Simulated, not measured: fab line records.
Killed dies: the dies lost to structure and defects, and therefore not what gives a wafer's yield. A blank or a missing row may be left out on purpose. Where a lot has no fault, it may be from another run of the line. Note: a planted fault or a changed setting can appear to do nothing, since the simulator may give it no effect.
fab line records	flow nand-harc
record lots=6	wafers=18	last-day=33
route steps=1302 shown A_STAIRCASE@703 END@1302
lots that met no fault: from a run of the same line without faults
start-h: start of the lot's first displayed wafer, in hours after the record's first day	wait-h: hours since the lot's step before	" the same as in the row above	L1.1+2: one row covering several wafers at once	- no value, or no start was given	* or withheld: withheld	< > ~ a bound
route shown NAME@n: names a module that has steps shown in the file, with the first one's number in the route	usual: mean/standard deviation taken from wafers without a fault	same: alike in all rows	chamber/n: place in a boat	sites: each site's reading	_std_site: standard deviation across them	_edge_site: inner sites' mean taken away from outer sites' mean	radius-mm: for every site, how far away it sits from the centre of the wafer	mask NAME#n: copy n	behind: the tool/chamber that last shaped the wafer	hold: why the lot went on hold/how many hours it stayed there/how the hold came to an end	device: names the non-switching transistor (n, p or np)	end of line: the tests these same wafers got at the end of their route	for a step that has no rows: nothing shown but its recipe	killed: count of dies lost to structure and defects at first sort (not the wafer's yield)	map: shows each die of a wafer: x if killed, . if not, _ if none is there
set.NAME: the run value of the setting; set.NAME@STEP: its run value at that earlier step	model.NAME: the simulator's own value behind a step, which no gauge read
lots at some steps of the route; a table a step, a row a wafer
services: a tool's chamber out of use, with start hour (start-h, from the record's first day; less than 0 if before it), hours out, and reason
## steps
# step NHARC_A_STAIRCASE_TRIM_189
# recipe time-s=211.2	o2-flow-sccm=500	ar-flow-sccm=0	bias-w=0	chemistry=O2
# usual drypump-motor-current-A=5.6/0.65	oes-product-au=1.000/0.011	rf-vpp-V=57.6/0.9	showerhead-plenum-p-Torr=3.51/0.13	throttle-valve-pct=17.037/0.0094
lot.wafer	tool	chamber	start-h	wait-h	drypump-motor-current-A	oes-product-au	rf-hours-counter-h	rf-vpp-V	showerhead-plenum-p-Torr	throttle-valve-pct
L832.1	rie-diel-10	0	-	-	6.3	0.992	35	57.7	3.53	17.055
L832.2	"	3	"	"	5.3	1.006	35	57.7	3.42	17.054
L832.6	"	1	"	"	5.1	0.996	-	56.7	3.49	17.039
L831.3	rie-diel-13	3	-	-	6.6	0.985	9	57.4	3.53	17.031
L831.2	"	0	"	"	5.9	1.005	9	57.2	3.37	17.025
L831.1	"	2	"	"	5.0	1.014	10	58.3	3.35	17.035
L835.1	rie-diel-04	0	-	-	4.9	0.997	19	58.4	3.67	17.036
L835.6	"	0	"	"	4.9	0.991	-	58.1	3.67	17.028
L835.5	"	1	"	"	4.8	0.992	-	58.6	3.48	17.043
L849.2	rie-diel-10	0	-	-	6.3	0.980	27	57.0	3.51	17.043
L849.3	"	1	"	"	5.1	0.998	26	56.0	3.47	17.049
L849.5	"	2	"	"	6.3	1.009	-	58.9	3.79	17.019
L850.3	rie-diel-04	0	-	-	4.9	0.997	1	57.1	3.65	17.041
L850.6	"	1	"	"	4.8	1.007	-	57.8	3.46	17.032
L850.5	"	2	"	"	6.3	1.001	-	59.4	3.71	17.037
L853.1	rie-diel-04	3	-	-	5.9	0.997	11	57.9	3.45	17.034
L853.4	"	1	"	"	4.8	1.013	9	56.3	3.46	17.025
L853.6	"	3	"	"	5.9	1.001	-	56.8	3.45	17.031
# step NHARC_A_STAIRCASE_ETCH_190
# recipe target-depth-a=1000	time-s=40.5	ion-energy-ev=400	c4f8-flow-sccm=20	o2-flow-sccm=10	ar-flow-sccm=withheld	rf-w=600	bias-w=1000	chemistry=C4F8/O2
# step NHARC_A_STAIRCASE_TRIM_191
# recipe time-s=211.2	o2-flow-sccm=500	ar-flow-sccm=0	bias-w=0	chemistry=O2
# step NHARC_A_STAIRCASE_ETCH_192
# recipe target-depth-a=1000	time-s=40.5	ion-energy-ev=400	c4f8-flow-sccm=20	o2-flow-sccm=10	ar-flow-sccm=withheld	rf-w=600	bias-w=1000	chemistry=C4F8/O2
# step NHARC_A_STAIRCASE_TRIM_193
# recipe time-s=211.2	o2-flow-sccm=500	ar-flow-sccm=0	bias-w=0	chemistry=O2
# step NHARC_A_STAIRCASE_ETCH_194
# recipe target-depth-a=1000	time-s=40.5	ion-energy-ev=400	c4f8-flow-sccm=20	o2-flow-sccm=10	ar-flow-sccm=withheld	rf-w=600	bias-w=1000	chemistry=C4F8/O2
# step NHARC_A_STAIRCASE_TRIM_196
# recipe time-s=211.2	o2-flow-sccm=500	ar-flow-sccm=0	bias-w=0	chemistry=O2
# usual drypump-motor-current-A=5.7/0.61	oes-product-au=0.998/0.014	rf-vpp-V=57.6/0.82	showerhead-plenum-p-Torr=3.49/0.13	throttle-valve-pct=17.036/0.0096
lot.wafer	tool	chamber	start-h	wait-h	drypump-motor-current-A	oes-product-au	rf-hours-counter-h	rf-vpp-V	showerhead-plenum-p-Torr	throttle-valve-pct
L832.2	rie-diel-13	0	379.25	0.1	5.9	1.000	9	58.5	3.37	17.051
L832.1	"	1	"	"	5.7	1.020	11	57.2	3.51	17.043
L832.6	"	3	"	"	6.6	0.994	-	58.4	3.53	17.038
L831.2	rie-diel-10	0	379.52	0.1	6.3	0.981	36	57.9	3.53	17.026
L831.1	"	2	"	"	6.3	1.003	42	58.1	3.29	17.009
L831.3	"	3	"	"	5.3	1.003	36	55.7	3.42	17.027
L835.1	rie-diel-13	1	405.85	0.1	5.7	1.023	20	59.1	3.50	17.030
L835.6	"	3	"	"	6.6	0.993	-	57.0	3.53	17.026
L835.5	"	0	"	"	5.9	1.010	-	58.6	3.37	17.034
L849.3	rie-diel-10	3	528.01	0.1	5.3	0.992	28	57.8	3.40	17.032
L849.2	"	1	"	"	5.1	1.020	27	57.3	3.47	17.031
L849.5	"	3	"	"	5.3	0.996	-	58.8	3.40	17.032
L850.3	rie-diel-10	3	546.07	0.1	5.2	0.992	43	56.9	3.39	17.036
L850.6	"	2	"	"	6.3	1.001	-	57.5	3.79	17.057
L850.5	"	3	"	"	5.3	0.999	-	57.0	3.39	17.023
L853.4	rie-diel-13	2	577.15	0.1	5.1	1.011	15	57.8	3.31	17.043
L853.1	"	0	"	"	5.9	1.005	16	58.7	3.33	17.041
L853.6	"	2	"	"	5.1	1.016	-	58.5	3.31	17.043
# step NHARC_A_STAIRCASE_ETCH_197
# recipe target-depth-a=1000	time-s=40.5	ion-energy-ev=400	c4f8-flow-sccm=20	o2-flow-sccm=10	ar-flow-sccm=withheld	rf-w=600	bias-w=1000	chemistry=C4F8/O2
# step NHARC_A_STAIRCASE_TRIM_198
# recipe time-s=211.2	o2-flow-sccm=500	ar-flow-sccm=0	bias-w=0	chemistry=O2
# step NHARC_A_STAIRCASE_ETCH_199
# recipe target-depth-a=1000	time-s=40.5	ion-energy-ev=400	c4f8-flow-sccm=20	o2-flow-sccm=10	ar-flow-sccm=withheld	rf-w=600	bias-w=1000	chemistry=C4F8/O2
# step NHARC_A_STAIRCASE_TRIM_200
# recipe time-s=211.2	o2-flow-sccm=500	ar-flow-sccm=0	bias-w=0	chemistry=O2
# step NHARC_A_STAIRCASE_ETCH_201
# recipe target-depth-a=1000	time-s=40.5	ion-energy-ev=400	c4f8-flow-sccm=20	o2-flow-sccm=10	ar-flow-sccm=withheld	rf-w=600	bias-w=1000	chemistry=C4F8/O2
# usual oes-product-au=0.945/0.014	rf-vpp-V=895/4.7
lot.wafer	tool	chamber	start-h	wait-h	oes-product-au	rf-hours-counter-h	rf-vpp-V
L832.1	rie-diel-13	3	379.91	-	0.928	9	896
L832.2	"	1	"	"	0.978	11	896
L832.6	"	3	"	"	0.933	-	896
L831.2	rie-diel-10	3	380.18	-	0.955	36	893
L831.3	"	0	"	"	0.939	36	895
L831.1	"	2	"	"	0.939	43	886
L835.1	rie-diel-13	0	406.47	-	0.946	18	891
L835.6	"	2	"	"	0.968	-	888
L835.5	"	3	"	"	0.940	-	895
L849.2	rie-diel-10	3	528.80	-	0.932	29	891
L849.3	"	0	"	"	0.926	27	897
L849.5	"	3	"	"	0.941	-	891
L850.3	rie-diel-10	2	546.72	-	0.953	38	904
L850.5	"	0	"	"	0.941	-	895
L850.6	"	1	"	"	0.967	-	893
L853.4	rie-diel-13	0	577.79	-	0.943	16	889
L853.1	"	1	"	"	0.952	18	895
L853.6	"	1	"	"	0.951	-	894
# step NHARC_A_STAIRCASE_TRIM_202
# recipe time-s=211.2	o2-flow-sccm=500	ar-flow-sccm=0	bias-w=0	chemistry=O2
# usual drypump-motor-current-A=5.7/0.62	oes-product-au=0.999/0.013	rf-vpp-V=57.8/0.88	showerhead-plenum-p-Torr=3.49/0.13	throttle-valve-pct=17.036/0.0092
lot.wafer	tool	chamber	start-h	wait-h	drypump-motor-current-A	oes-product-au	rf-hours-counter-h	rf-vpp-V	showerhead-plenum-p-Torr	throttle-valve-pct
L832.2	rie-diel-13	3	-	-	6.6	0.996	9	58.7	3.53	17.044
L832.1	"	0	"	"	5.9	1.009	10	56.9	3.37	17.025
L832.6	"	2	"	"	5.0	1.021	-	56.8	3.35	17.043
L831.3	rie-diel-10	2	-	-	6.3	1.005	43	58.1	3.29	17.036
L831.2	"	3	"	"	5.3	1.009	36	56.3	3.42	17.039
L831.1	"	1	"	"	5.0	1.011	43	58.4	3.49	17.029
L835.1	rie-diel-13	2	-	-	5.1	1.005	20	57.1	3.34	17.046
L835.5	"	3	"	"	6.6	1.001	-	57.5	3.53	17.049
L835.6	"	0	"	"	5.9	0.998	-	58.5	3.37	17.026
L849.2	rie-diel-10	1	-	-	5.1	1.000	27	56.0	3.47	17.032
L849.3	"	2	"	"	6.3	0.998	28	58.0	3.79	17.040
L849.5	"	1	"	"	5.1	1.004	-	57.6	3.47	17.042
L850.3	rie-diel-10	1	-	-	5.1	0.982	35	56.5	3.47	17.041
L850.5	"	1	"	"	5.1	0.989	-	58.2	3.47	17.033
L850.6	"	2	"	"	6.3	0.999	-	57.9	3.79	17.055
L853.1	rie-diel-13	0	-	-	5.9	1.005	16	57.7	3.33	17.030
L853.4	"	1	"	"	5.6	1.015	18	56.8	3.47	17.026
L853.6	"	3	"	"	6.6	0.998	-	58.0	3.49	17.031
# step NHARC_A_STAIRCASE_ETCH_203
# recipe target-depth-a=1000	time-s=40.5	ion-energy-ev=400	c4f8-flow-sccm=20	o2-flow-sccm=10	ar-flow-sccm=withheld	rf-w=600	bias-w=1000	chemistry=C4F8/O2
# step NHARC_A_STAIRCASE_STRIP_205
# recipe power-w=1500	temp-c=250	chemistry=O2
# usual drypump-motor-current-A=5.6/0.64	heater-power-w=335/21
lot.wafer	tool	chamber	start-h	wait-h	drypump-motor-current-A	heater-power-w	rf-hours-counter-h
L832.1	plasma-asher-01	1	380.31	0.1	5.0	310	5
L832.2	"	0	"	"	6.5	361	5
L832.6	"	0	"	"	6.6	367	-
L831.1	plasma-asher-02	1	380.58	0.1	5.0	343	24
L831.2	"	0	"	"	5.9	316	24
L831.3	"	1	"	"	5.1	344	-
L835.1	plasma-asher-02	0	406.96	0.1	5.9	311	29
L835.6	"	0	"	"	5.9	314	-
L835.5	"	1	"	"	5.0	348	-
L849.2	plasma-asher-01	1	529.40	0.1	5.0	319	0
L849.3	"	1	"	"	5.0	321	-
L849.5	"	0	"	"	6.5	368	-
L850.3	plasma-asher-01	0	547.25	0.2	6.6	370	-
L850.5	"	1	"	"	5.1	320	-
L850.6	"	0	"	"	6.6	379	-
L853.1	plasma-asher-02	1	578.25	0.1	5.0	331	30
L853.4	"	0	"	"	5.9	338	-
L853.6	"	0	"	"	5.9	334	-
# step NHARC_A_STAIRCASE_STRIP_206
# recipe time-s=900	temp-c=130	chemistry=SPM
# step NHARC_A_STAIRCASE_PRECLEAN_207
# recipe time-s=*	temp-c=50	bath-age-min=0	chemistry=SC1
# step NHARC_A_STAIRCASE_SRD_208
# step NHARC_A_STAIRCASE_DEHYDRATE_209
# recipe temp-c=150	time-s=120
# step NHARC_A_STAIRCASE_HMDS_210
# recipe time-s=30
# step NHARC_A_STAIRCASE_COAT_211
# recipe spin-rpm=1200
# step NHARC_A_STAIRCASE_SOFTBAKE_212
# recipe temp-c=135	time-s=170
# step NHARC_A_STAIRCASE_EBR_213
# step NHARC_A_STAIRCASE_EXPOSE_214
# recipe na=0.5	dose-mj=31.26	mask-id=STAIR_3
# step NHARC_A_STAIRCASE_PEB_215
# recipe peb-temp-c=115	peb-time-s=130
# step NHARC_A_STAIRCASE_DEVELOP_216
# recipe time-s=140
# step NHARC_A_STAIRCASE_HARDBAKE_218
# recipe temp-c=120	time-s=140
# step NHARC_A_STAIRCASE_DESCUM_219
# recipe time-s=3	o2-flow-sccm=200	ar-flow-sccm=0	bias-power-w=0	chemistry=O2
# step NHARC_A_STAIRCASE_TRIM_220
# recipe time-s=211.2	o2-flow-sccm=500	ar-flow-sccm=0	bias-w=0	chemistry=O2
# step NHARC_A_STAIRCASE_ETCH_221
# recipe target-depth-a=1000	time-s=40.5	ion-energy-ev=400	c4f8-flow-sccm=20	o2-flow-sccm=10	ar-flow-sccm=withheld	rf-w=600	bias-w=1000	chemistry=C4F8/O2
# step NHARC_A_STAIRCASE_TRIM_222
# recipe time-s=211.2	o2-flow-sccm=500	ar-flow-sccm=0	bias-w=0	chemistry=O2
# step NHARC_A_STAIRCASE_ETCH_223
# recipe target-depth-a=1000	time-s=40.5	ion-energy-ev=400	c4f8-flow-sccm=20	o2-flow-sccm=10	ar-flow-sccm=withheld	rf-w=600	bias-w=1000	chemistry=C4F8/O2
# step NHARC_A_STAIRCASE_TRIM_224
# recipe time-s=211.2	o2-flow-sccm=500	ar-flow-sccm=0	bias-w=0	chemistry=O2
# step NHARC_A_STAIRCASE_ETCH_225
# recipe target-depth-a=1000	time-s=40.5	ion-energy-ev=400	c4f8-flow-sccm=20	o2-flow-sccm=10	ar-flow-sccm=withheld	rf-w=600	bias-w=1000	chemistry=C4F8/O2
# step NHARC_A_STAIRCASE_TRIM_226
# recipe time-s=211.2	o2-flow-sccm=500	ar-flow-sccm=0	bias-w=0	chemistry=O2
# step NHARC_A_STAIRCASE_ETCH_227
# recipe target-depth-a=1000	time-s=40.5	ion-energy-ev=400	c4f8-flow-sccm=20	o2-flow-sccm=10	ar-flow-sccm=withheld	rf-w=600	bias-w=1000	chemistry=C4F8/O2
# step NHARC_A_STAIRCASE_TRIM_229
# recipe time-s=211.2	o2-flow-sccm=500	ar-flow-sccm=0	bias-w=0	chemistry=O2
# usual drypump-motor-current-A=5.7/0.61	oes-product-au=1.001/0.014	rf-vpp-V=57.8/0.87	showerhead-plenum-p-Torr=3.51/0.14	throttle-valve-pct=17.037/0.0081
lot.wafer	tool	chamber	start-h	wait-h	drypump-motor-current-A	oes-product-au	rf-hours-counter-h	rf-vpp-V	showerhead-plenum-p-Torr	throttle-valve-pct
L832.2	rie-diel-13	2	383.18	0.1	5.1	1.011	12	57.9	3.35	17.040
L832.1	"	3	"	"	6.6	1.003	11	57.4	3.53	17.032
L832.6	"	2	"	"	5.0	1.027	-	56.5	3.35	17.036
L831.3	rie-diel-04	0	383.52	0.1	4.9	0.987	9	58.8	3.68	17.040
L831.2	"	1	"	"	4.8	1.002	9	57.3	3.49	17.029
L831.1	"	2	"	"	6.3	1.006	9	58.5	3.73	17.044
L835.1	rie-diel-13	2	409.57	0.1	5.0	1.010	22	56.7	3.34	17.043
L835.5	"	1	"	"	5.7	1.020	-	57.3	3.50	17.047
L835.6	"	2	"	"	5.1	1.013	-	59.1	3.34	17.038
L849.2	rie-diel-13	1	532.16	0.1	5.7	0.998	0	57.6	3.48	17.029
L849.3	"	0	"	"	5.9	1.023	1	58.0	3.34	17.041
L849.5	"	2	"	"	5.1	1.021	-	57.4	3.32	17.031
L850.3	rie-diel-04	2	550.13	0.1	6.3	0.996	2	59.5	3.71	17.044
L850.6	"	3	"	"	6.0	1.005	-	57.8	3.45	17.035
L850.5	"	0	"	"	4.9	1.007	-	58.7	3.65	17.026
L853.4	rie-diel-04	1	581.11	0.1	4.8	1.015	11	57.6	3.46	17.048
L853.1	"	0	"	"	4.9	0.999	13	58.2	3.64	17.035
L853.6	"	2	"	"	6.3	1.016	-	57.9	3.70	17.048
# step NHARC_A_STAIRCASE_ETCH_230
# recipe target-depth-a=1000	time-s=40.5	ion-energy-ev=400	c4f8-flow-sccm=20	o2-flow-sccm=10	ar-flow-sccm=withheld	rf-w=600	bias-w=1000	chemistry=C4F8/O2
# step NHARC_END_SORT_01
# recipe temp-c=25
# usual killed-at-array=52/16	killed-at-other=0.8/0.98	killed-at-periphery=4.2/2.9	killed-dies=57/16	killed-open=3.3/1.9	killed-short=2.5/1.5
# same gross-dies=677
lot.wafer	tool	chamber	start-h	wait-h	killed-at-array	killed-at-other	killed-at-periphery	killed-dies	killed-open	killed-short
L849.2	prober-01	0	727.20	2.8	95	0	4	99	1	3
L849.3	prober-01	0	728.01	3.1	113	0	3	116	4	2
L849.5	prober-01	0	729.62	3.7	95	0	6	101	3	3
L850.3	prober-01	0	753.06	3.1	101	0	2	103	2	1
L850.5	prober-01	0	754.67	3.7	106	0	5	111	3	0
L850.6	prober-01	0	755.48	4.0	108	0	4	112	6	2
# killed by level:class
L849.2 A_STAIRCASE:unspecified=61 A_STAIRCASE:chamber-film-flake=11 A_CHANNEL_HOLE_D1:chamber-film-flake=7 A_BLC:chamber-film-flake=6 A_SLIT:chamber-film-flake=3 A_ONON_D2:geometric-particle:short=2 P_M0:chamber-film-flake=2 A_CONTACT:chamber-film-flake=2
L849.3 A_STAIRCASE:unspecified=65 A_CHANNEL_HOLE_D1:chamber-film-flake=19 A_STAIRCASE:chamber-film-flake=13 A_BLC:chamber-film-flake=5 A_CONTACT:chamber-film-flake=3 A_M0:geometric-particle:open=2 A_SLIT:chamber-film-flake=2 A_ONON_D2:geometric-particle:short=1
L849.5 A_STAIRCASE:unspecified=62 A_STAIRCASE:chamber-film-flake=9 A_CHANNEL_HOLE_D1:chamber-film-flake=8 A_CONTACT:chamber-film-flake=5 A_BLC:chamber-film-flake=5 P_GATE:chamber-film-flake=3 P_M0:chamber-film-flake=2 P_GATE:geometric-particle:open=1
L850.3 A_STAIRCASE:unspecified=58 A_CHANNEL_HOLE_D2:chamber-film-flake=15 A_CHANNEL_HOLE_D1:chamber-film-flake=13 A_SLIT:chamber-film-flake=9 A_WL_FILL:chamber-film-flake=3 P_M0:geometric-particle:open=1 A_DECK1_JOINT:geometric-particle:short=1 A_BLC:geometric-particle:open=1
L850.5 A_STAIRCASE:unspecified=64 A_CHANNEL_HOLE_D2:chamber-film-flake=22 A_CHANNEL_HOLE_D1:chamber-film-flake=12 A_SLIT:chamber-film-flake=4 A_CONTACT:chamber-film-flake=2 P_STI:geometric-particle:open=1 P_GATE:geometric-particle:open=1 P_CONTACT:geometric-particle:open=1
L850.6 A_STAIRCASE:unspecified=64 A_CHANNEL_HOLE_D2:chamber-film-flake=15 A_CHANNEL_HOLE_D1:chamber-film-flake=7 A_CONTACT:chamber-film-flake=6 A_SLIT:chamber-film-flake=6 A_WL_FILL:chamber-film-flake=3 A_CHANNEL_FILL_D1:geometric-particle:short=2 A_ONON_D2:geometric-particle:open=2
# map L849.3 (x killed, . not)
____________.____________
_________.....xx_________
_______.x...xx.xxx_______
______x......xxxxxx______
_____........xxxxxxx_____
____....x.....xxxxxxx____
____......x..xxxxxxxx____
___...........xxxxxx..___
___..........xxxxxxxx.___
__...........xxxxxxxxx.__
__...........xxxxxxxxxx__
_x............xxxxx.xx.x_
_..............x.xxxxxx._
_.................x.x.x._
_............x....x.xxx._
_..x.........x.x.......x_
......................x.x
...........x.............
.........................
.........................
.........................
_......................._
_......................._
_..x..................x._
_.............x........._
_.x.......x............x_
__.................x...__
__.....................__
___...x........x......___
___...............x...___
____.................____
____..............x..____
_____............x.._____
______............x______
_______..........._______
_________......._________
____________.____________
# map L850.6 (x killed, . not)
____________.____________
_________......._________
_______..........._______
______.............______
_____..............._____
____..............x..____
____.................____
___...................___
___.......x...........___
__................x..x.__
__.....................__
_.....x............x.x.._
_......xxxxx......x.x..._
_.....xxxx..x..........._
_....xxxxxxx........x..._
_..x.xxxxxxx...x........_
....xxxxxxx..........x...
.....xxxxxxx....x........
....x.xxxxxx.....x.......
.....xxxxxx..............
.....xxxxxxxx............
_.....xxxx.............._
_.....xxx.x............._
_.....x.xx.............._
_......................._
_......................x_
__.....x...x...........__
__...............x.....__
___...............xx..___
___.....x.........xx..___
____............x.x..____
____.x..........xxx.x____
_____..........xxxx._____
______.........xxxx______
_______........xxx_______
_________......._________
____________.____________
## services
tool	chamber	start-h	hours	kind
rie-diel-04	-	354.98	9.0	pm
rie-diel-13	0	378.34	-	clean
rie-diel-13	1	378.34	-	clean
rie-diel-13	2	378.34	-	clean
rie-diel-13	3	378.34	-	clean
rie-diel-04	3	381.58	7.2	repair
rie-diel-13	0	402.84	-	clean
rie-diel-13	1	402.84	-	clean
rie-diel-13	2	402.84	-	clean
rie-diel-13	3	402.84	-	clean
rie-diel-10	-	419.56	9.0	pm
plasma-asher-02	-	426.36	9.0	pm
rie-diel-13	0	427.40	-	clean
rie-diel-13	1	427.40	-	clean
rie-diel-13	2	427.40	-	clean
rie-diel-13	3	427.40	-	clean
rie-diel-13	0	452.52	-	clean
rie-diel-13	1	452.52	-	clean
rie-diel-13	2	452.52	-	clean
plasma-asher-01	-	516.78	0.7	repair
plasma-asher-01	-	519.14	9.0	pm
rie-diel-13	-	521.84	9.0	pm
rie-diel-04	-	531.98	9.0	pm
rie-diel-10	1	556.92	5.6	repair
## key
first-sign step=NHARC_END_SORT_01	reading=killed-at-array	direction=up	sigmas=3.2	usual=52	struck=103
effect step=NHARC_END_SORT_01	reading=killed-dies	direction=up	sigmas=3.1	usual=57	struck=107
more-kills-born-at NHARC_A_STAIRCASE_ETCH_201@rie-diel-10=373
met-at NHARC_A_STAIRCASE_ETCH_201
struck-wafers L849.2,L849.3,L849.5,L850.3,L850.5,L850.6
tester-left-out L849,L850
onset-between 380.18 528.80
also-fits NHARC_A_STAIRCASE_TRIM_196:rie-diel-10,NHARC_A_STAIRCASE_TRIM_202:rie-diel-10,NHARC_A_STAIRCASE_STRIP_205:plasma-asher-01
fault kind=chamber-particle-source	tool=rie-diel-10	chamber=-	onset-h=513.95	steps=NHARC_A_STAIRCASE_ETCH_201	rate-per-visit-cm2=0.4924	end-h=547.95
# tester-left-out: of these lots the tester's yield and bins aren't shown, on N5 and GAA mostly nor the transistor test; their killed dies are dies lost to structure and defects alone, not to doping, threshold or leakage, so they don't give the yield
